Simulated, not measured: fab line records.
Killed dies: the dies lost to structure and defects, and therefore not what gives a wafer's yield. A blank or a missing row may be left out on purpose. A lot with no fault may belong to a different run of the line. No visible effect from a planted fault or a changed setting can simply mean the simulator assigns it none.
fab line records	flow nand-harc
record: lots: 13	wafers: 39	last-day: 34
route steps=1302 shown P_GATE@172 P_CONTACT@217 END@1302
lots that met no fault: taken from a fault-free run of the same line
start-h: hours from the record's first day to the start of the lot's first wafer shown	wait-h: hours elapsed since this lot's preceding step	" the same as in the row above	L1.1+2: one row covering several wafers at once	- no value, or no start was given	* or withheld: withheld	< > ~ a bound
route shown NAME@n: a module of which the file shows steps, and the number in the route of the first	usual: mean/standard deviation taken from wafers without a fault	same: alike in all rows	chamber/n: place in a boat	sites: each site's reading	_std_site: standard deviation across them	_edge_site: mean of outer sites minus mean of inner sites	radius-mm: how far each site lies from the wafer's centre	mask NAME#n: copy n	behind: the tool/chamber that last shaped the wafer	hold: the reason the lot was held/the length of the hold in hours/how it ended	device: the n, p or np transistor that did not switch	end of line: the same wafers' tests at the end of the route	a step given without rows: its recipe and nothing more	killed: not the wafer's yield, but the dies lost to structure and defects at the first sort	map: dies across one wafer; x = killed, . = not, _ = none there
set.NAME: the setting as run; set.NAME@STEP: as run at that earlier step	model.NAME: the simulator's own value behind a step, which no gauge read
steps of the route over a sample of lots; a table a step, a row a wafer
services: when a tool's chamber went out of use (start-h, in hours from the record's first day, below 0 if earlier), for how many hours, and the reason
== steps ==
step: NHARC_P_GATE_DESCUM_48
recipe: time-s: 3	o2-flow-sccm: 200	ar-flow-sccm: 0	bias-power-w: 0	chemistry: O2
usual: drypump-motor-current-A: 5.9/0.33	oes-product-au: 1.000/0.0085	rf-vpp-V: 57.9/0.87	showerhead-plenum-p-Torr: 1.94/0.071	throttle-valve-pct: 11.310/0.0089
lot.wafer	tool	chamber	start-h	wait-h	drypump-motor-current-A	oes-product-au	rf-hours-counter-h	rf-vpp-V	showerhead-plenum-p-Torr	throttle-valve-pct
L181.3	rie-diel-07	3	112.19	-	5.8	0.995	9	56.5	1.87	11.299
L181.1	"	2	"	"	6.4	0.993	9	58.0	1.98	11.318
L181.5	"	3	"	"	5.8	1.008	-	56.3	1.87	11.304
L182.3	rie-diel-03	0	115.23	-	5.9	1.013	0	57.0	1.86	11.310
L182.4	"	2	"	"	5.7	1.014	0	59.1	1.97	11.322
L182.1	"	3	"	"	5.9	1.014	0	58.8	2.01	11.294
L184.3	rie-diel-03	1	143.73	-	5.7	0.988	1	58.6	1.94	11.331
L184.6	"	1	"	"	5.8	0.986	-	58.0	1.94	11.300
L184.5	"	2	"	"	5.8	1.000	-	58.9	1.97	11.316
L185.3	rie-diel-03	1	148.71	-	5.8	0.991	1	57.7	1.94	11.311
L185.4	"	3	"	"	5.9	0.998	1	58.3	2.01	11.300
L185.6	"	1	"	"	5.7	0.991	-	56.2	1.94	11.313
L189.3	rie-diel-07	3	193.24	-	5.7	0.995	-	57.6	1.87	11.306
L189.5	"	3	"	"	5.8	0.994	-	56.7	1.87	11.316
L189.6	"	2	"	"	6.4	1.001	-	57.4	1.98	11.325
L193.2	rie-diel-11	0	231.98	-	5.3	0.995	6	57.6	1.91	11.325
L193.6	"	1	"	"	6.2	1.013	-	57.6	1.87	11.314
L193.5	"	2	"	"	6.4	1.021	-	57.6	2.04	11.313
L195.4	rie-diel-07	2	255.70	-	6.4	0.999	9	59.0	1.98	11.315
L195.3	"	1	"	"	6.4	0.999	9	57.9	1.86	11.314
L195.6	"	2	"	"	6.4	0.996	-	58.0	1.98	11.320
L197.2	rie-diel-03	0	274.99	-	5.9	1.008	7	58.2	1.86	11.316
L197.3	"	1	"	"	5.7	0.981	10	57.5	1.94	11.302
L197.6	"	2	"	"	5.7	0.997	-	58.1	1.97	11.309
L200.3	rie-diel-03	3	300.68	-	5.9	0.998	1	57.2	2.01	11.314
L200.4	"	0	"	"	5.9	1.013	1	57.5	1.86	11.307
L200.2	"	1	"	"	5.7	0.997	1	56.9	1.94	11.299
L201.4	rie-diel-03	1	313.08	-	5.7	1.001	1	58.8	1.94	11.311
L201.6	"	2	"	"	5.7	1.003	-	56.4	1.97	11.306
L201.5	"	3	"	"	5.9	1.013	-	58.8	2.01	11.315
L202.2	rie-diel-11	1	329.34	-	6.2	1.008	3	57.0	1.87	11.311
L202.4	"	3	"	"	5.5	1.003	4	58.0	2.06	11.303
L202.5	"	1	"	"	6.2	1.004	-	57.6	1.87	11.306
L203.4	rie-diel-11	2	332.18	-	6.3	1.005	4	57.5	2.03	11.298
L203.1	"	3	"	"	5.5	0.997	4	58.5	2.06	11.312
L203.5	"	1	"	"	6.2	0.994	-	55.9	1.87	11.299
L204.3	rie-diel-11	2	340.10	-	6.4	1.013	4	59.4	2.04	11.304
L204.1	"	1	"	"	6.1	0.998	4	57.6	1.87	11.303
L204.5	"	2	"	"	6.4	1.022	-	57.6	2.03	11.306
step: NHARC_P_GATE_STRIP_63
recipe: time-s: 900	temp-c: 130	chemistry: SPM
lot.wafer	tool	chamber	start-h	wait-h
L181.3+1+5	wet-bench-09	3,7,0	114.59	0.1
L182.1+4+3	wet-bench-09	6,1,3	117.78	0.1
L184.5+6+3	wet-bench-09	7,2,4	146.15	0.1
L185.3+6+4	wet-bench-02	5,6,1	151.14	0.1
L189.6+5+3	wet-bench-03	4,6,0	195.78	0.1
L193.5+2+6	wet-bench-03	5,6,0	234.34	0.1
L195.6+4+3	wet-bench-03	6,1,3	258.25	0.1
L197.3+2+6	wet-bench-02	0,1,2	277.56	0.1
L200.3+4+2	wet-bench-02	4,6,7	303.09	0.1
L201.4+5+6	wet-bench-02	2,3,4	315.57	0.1
L202.4+2+5	wet-bench-09	7,1,2	331.87	0.1
L203.4+1+5	wet-bench-03	4,0,1	334.83	0.1
L204.3+1+5	wet-bench-09	2,4,6	342.58	0.1
step: NHARC_P_GATE_INSPECT_68
usual: raw-defect-count: 186/75
lot.wafer	tool	chamber	start-h	wait-h	raw-defect-count
L181.1	defect-inspect-02	-	118.43	0.2	173
L181.3	"	-	"	"	220
L181.5	"	-	"	"	196
L182.1	defect-inspect-02	-	121.49	0.2	186
L182.3	"	-	"	"	148
L182.4	"	-	"	"	195
L184.3	defect-inspect-02	-	149.98	0.1	158
L184.5	"	-	"	"	174
L184.6	"	-	"	"	167
L185.3	defect-inspect-02	-	154.97	0.1	251
L185.4	"	-	"	"	339
L185.6	"	-	"	"	299
L189.3	defect-inspect-02	-	199.61	0.1	181
L189.5	"	-	"	"	172
L189.6	"	-	"	"	141
L193.2	defect-inspect-01	-	238.20	0.1	712
L193.5	"	-	"	"	728
L193.6	"	-	"	"	634
L195.3	defect-inspect-01	-	262.12	0.1	601
L195.4	"	-	"	"	711
L195.6	"	-	"	"	696
L197.2	defect-inspect-01	-	281.59	0.1	133
L197.3	"	-	"	"	164
L197.6	"	-	"	"	153
L200.2	defect-inspect-01	-	307.03	0.1	240
L200.3	"	-	"	"	213
L200.4	"	-	"	"	291
L201.4	defect-inspect-02	-	323.20	0.1	97
L201.5	"	-	"	"	164
L201.6	"	-	"	"	170
L202.2	defect-inspect-01	-	336.16	0.1	93
L202.4	"	-	"	"	197
L202.5	"	-	"	"	219
L203.1	defect-inspect-01	-	339.02	0.2	160
L203.4	"	-	"	"	164
L203.5	"	-	"	"	167
L204.1	defect-inspect-01	-	346.28	0.2	276
L204.3	"	-	"	"	142
L204.5	"	-	"	"	187
step: NHARC_P_CONTACT_DEP_30
recipe: target-thk-a: 300	temp-c: 400	target-thk-nm: 30	flow-sccm: 200	rf-w: 450	material: SiNx
usual: heater-power-outer-w: 452/65	heater-power-w: 760/110
lot.wafer	tool	chamber	start-h	wait-h	heater-power-outer-w	heater-power-w
L181.3	pecvd-02	0	118.50	0.1	561	969
L181.1	"	2	"	"	496	847
L181.5	"	0	"	"	561	944
L182.1	pecvd-04	1	121.56	0.1	417	754
L182.3	"	0	"	"	402	643
L182.4	"	2	"	"	494	876
L184.3	pecvd-02	2	150.12	0.1	411	706
L184.5	"	0	"	"	520	897
L184.6	"	2	"	"	419	683
L185.3	pecvd-02	1	155.11	0.1	484	790
L185.4	"	2	"	"	428	731
L185.6	"	0	"	"	585	970
L189.3	pecvd-04	0	199.68	0.1	340	591
L189.6	"	0	"	"	344	572
L189.5	"	1	"	"	404	738
L193.2	pecvd-04	2	238.35	0.1	423	774
L193.6	"	0	"	"	362	621
L193.5	"	2	"	"	418	790
L195.3	pecvd-03	1	262.32	0.2	469	732
L195.4	"	2	"	"	395	609
L195.6	"	0	"	"	538	864
L197.3	pecvd-02	2	281.66	0.1	468	757
L197.2	"	0	"	"	561	946
L197.6	"	1	"	"	451	747
L200.3	pecvd-04	1	307.10	0.1	383	698
L200.2	"	2	"	"	596	1047
L200.4	"	2	"	"	591	1035
L201.5	pecvd-03	1	323.38	0.2	462	731
L201.4	"	2	"	"	410	651
L201.6	"	0	"	"	537	890
L202.2	pecvd-04	0	336.30	0.1	452	699
L202.4	"	2	"	"	586	1055
L202.5	"	0	"	"	435	733
L203.1	pecvd-04	1	339.13	0.1	429	767
L203.4	"	1	"	"	440	768
L203.5	"	2	"	"	540	941
L204.1	pecvd-04	2	346.35	0.1	535	935
L204.3	"	0	"	"	450	737
L204.5	"	1	"	"	424	747
step: NHARC_P_CONTACT_OVL_MEAS_13
usual: overlay-x-nm: 0.0/0.78	overlay-y-nm: 0.2/1
lot.wafer	tool	chamber	start-h	wait-h	overlay-x-nm	overlay-y-nm
L181.1	overlay-02	-	120.13	-	-0.5	0.0
L181.3	"	-	"	"	-1.0	0.1
L181.5	"	-	"	"	-0.5	-0.5
L182.1	overlay-01	-	123.19	-	-0.2	-0.3
L182.3	"	-	"	"	0.1	-0.7
L182.4	"	-	"	"	0.1	-0.6
L184.3	overlay-02	-	151.68	-	0.0	-0.6
L184.5	"	-	"	"	0.2	-0.5
L184.6	"	-	"	"	0.1	-1.2
L185.3	overlay-02	-	156.66	-	1.9	0.4
L185.4	"	-	"	"	1.5	0.5
L185.6	"	-	"	"	1.6	0.7
L189.3	overlay-01	-	201.19	-	-0.5	0.1
L189.5	"	-	"	"	-0.4	0.0
L189.6	"	-	"	"	-0.3	-0.2
L193.2	overlay-02	-	239.89	-	1.3	2.3
L193.5	"	-	"	"	1.4	1.9
L193.6	"	-	"	"	1.0	1.9
L195.3	overlay-02	-	263.75	-	-0.2	0.6
L195.4	"	-	"	"	0.4	0.8
L195.6	"	-	"	"	0.3	0.1
L197.2	overlay-02	-	283.29	-	0.6	-1.4
L197.3	"	-	"	"	0.9	-1.7
L197.6	"	-	"	"	1.2	-1.7
L200.2	overlay-02	-	308.73	-	-1.0	-0.4
L200.3	"	-	"	"	-1.0	-0.2
L200.4	"	-	"	"	-1.0	-0.6
L201.4	overlay-02	-	324.77	-	0.9	-0.2
L201.5	"	-	"	"	0.4	0.0
L201.6	"	-	"	"	0.5	0.0
L202.2	overlay-01	-	337.88	-	0.2	-0.3
L202.4	"	-	"	"	0.0	-0.2
L202.5	"	-	"	"	-0.3	0.1
L203.1	overlay-01	-	340.74	-	1.4	0.1
L203.4	"	-	"	"	1.1	0.3
L203.5	"	-	"	"	1.0	0.0
L204.1	overlay-01	-	347.98	-	0.4	1.9
L204.3	"	-	"	"	1.0	1.5
L204.5	"	-	"	"	0.9	1.8
step: NHARC_END_SORT_01
recipe: temp-c: 25
usual: killed-at-array: 56/19	killed-at-other: 1.0/1.3	killed-at-periphery: 3.8/2.2	killed-dies: 61/19	killed-open: 3.1/1.9	killed-short: 2.3/1.5
same: gross-dies: 677
lot.wafer	tool	chamber	start-h	wait-h	killed-at-array	killed-at-other	killed-at-periphery	killed-dies	killed-open	killed-short
L193.2	prober-01	0	681.76	2.8	24	1	84	109	2	3
L193.5	prober-01	0	684.19	3.7	20	1	93	114	2	2
L193.6	prober-01	0	685.00	4.0	15	0	29	44	4	2
L195.3	prober-01	0	705.91	3.1	48	2	91	141	2	1
L195.4	prober-01	0	706.71	3.4	36	1	81	118	4	1
L195.6	prober-01	0	708.32	4.0	30	2	78	110	0	2
killed by level:class
L193.2 P_GATE:unspecified=81 A_CHANNEL_HOLE_D1:chamber-film-flake=7 P_CONTACT:chamber-film-flake=3 A_STAIRCASE:chamber-film-flake=3 A_SLIT:chamber-film-flake=3 A_WL_FILL:chamber-film-flake=2 A_CONTACT:chamber-film-flake=2 A_CHANNEL_FILL_D1:geometric-particle:open=1
L193.5 P_GATE:unspecified=90 A_CHANNEL_HOLE_D1:chamber-film-flake=10 P_CONTACT:chamber-film-flake=2 A_WL_FILL:chamber-film-flake=2 A_CONTACT:chamber-film-flake=2 A_BLC:chamber-film-flake=2 P_CONTACT:geometric-particle:short=1 A_SOURCE_PLATE:geometric-particle:open=1
L193.6 P_GATE:unspecified=25 A_CHANNEL_HOLE_D1:chamber-film-flake=6 P_STI:chamber-film-flake=2 A_STAIRCASE:chamber-film-flake=2 P_GATE:geometric-particle:open=1 P_M2:geometric-particle:open=1 A_DECK1_JOINT:geometric-particle:short=1 A_CONTACT:geometric-particle:open=1
L195.3 P_GATE:unspecified=89 A_CHANNEL_HOLE_D1:chamber-film-flake=31 A_SLIT:chamber-film-flake=7 A_CONTACT:chamber-film-flake=3 THIN_TSV:chamber-film-flake=2 A_WL_FILL:chamber-film-flake=2 A_BONDPAD:chamber-film-flake=2 P_M0:geometric-particle:open=1
L195.4 P_GATE:unspecified=80 A_CHANNEL_HOLE_D1:chamber-film-flake=25 A_STAIRCASE:chamber-film-flake=3 A_CONTACT:chamber-film-flake=2 P_GATE:geometric-particle:open=1 A_ONON_D1:geometric-particle:open=1 A_ONON_D2:geometric-particle:open=1 A_CHANNEL_FILL_D2:geometric-particle:open=1
L195.6 P_GATE:unspecified=73 A_CHANNEL_HOLE_D1:chamber-film-flake=18 P_STI:chamber-film-flake=5 A_SLIT:chamber-film-flake=4 A_CONTACT:chamber-film-flake=3 A_STAIRCASE:chamber-film-flake=2 A_SGD_CUT:geometric-particle:short=1 STARTING-WAFER:geometric-particle:short=1
== services ==
tool	chamber	start-h	hours	kind
pecvd-04	2	95.76	8.4	repair
rie-diel-03	-	105.01	9.0	pm
rie-diel-11	3	115.96	2.5	repair
rie-diel-11	1	121.85	6.4	repair
rie-diel-11	2	122.63	10.9	repair
rie-diel-03	1	155.59	4.8	repair
wet-bench-09	-	176.80	8.0	pm
rie-diel-11	0	204.59	4.2	repair
rie-diel-03	0	209.83	7.8	repair
wet-bench-03	-	210.40	8.0	pm
pecvd-02	-	227.25	13.0	pm
rie-diel-03	2	242.91	4.0	repair
wet-bench-02	-	244.00	8.0	pm
pecvd-04	0	248.34	4.1	repair
wet-bench-09	-	255.12	4.9	repair
rie-diel-11	-	255.53	9.0	pm
pecvd-04	-	269.13	13.0	pm
wet-bench-02	-	278.48	0.9	repair
rie-diel-03	3	280.84	4.3	repair
rie-diel-03	-	282.01	9.0	pm
rie-diel-11	-	295.56	1.2	repair
rie-diel-11	2	309.67	11.1	repair
wet-bench-02	-	323.28	9.7	repair
pecvd-04	1	324.70	4.3	repair
== key ==
first-sign: step: NHARC_P_GATE_INSPECT_68	reading: raw-defect-count	direction: up	sigmas: 6.6	usual: 186	struck: 680
effect: step: NHARC_END_SORT_01	reading: killed-at-periphery	direction: up	sigmas: 32	usual: 3.8	struck: 76
more-kills-born-at: NHARC_P_GATE_STRIP_63@wet-bench-03: 438
met-at NHARC_P_GATE_STRIP_63
struck-lots L193,L195
tester-left-out L193,L195
not-acting-at NHARC_P_GATE_DESCUM_48,NHARC_P_CONTACT_DEP_30,NHARC_P_CONTACT_OVL_MEAS_13
onset-between 195.78 234.34
fault: kind: chamber-particle-source	tool: wet-bench-03	chamber: -	onset-h: 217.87	steps: NHARC_P_GATE_STRIP_63	rate-per-visit-cm2: 0.83231	end-h: 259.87
tester-left-out: of these lots the tester's yield and bins aren't shown, on N5 and GAA mostly nor the transistor test; their killed dies are dies lost to structure and defects alone, not to doping, threshold or leakage, so they don't give the yield
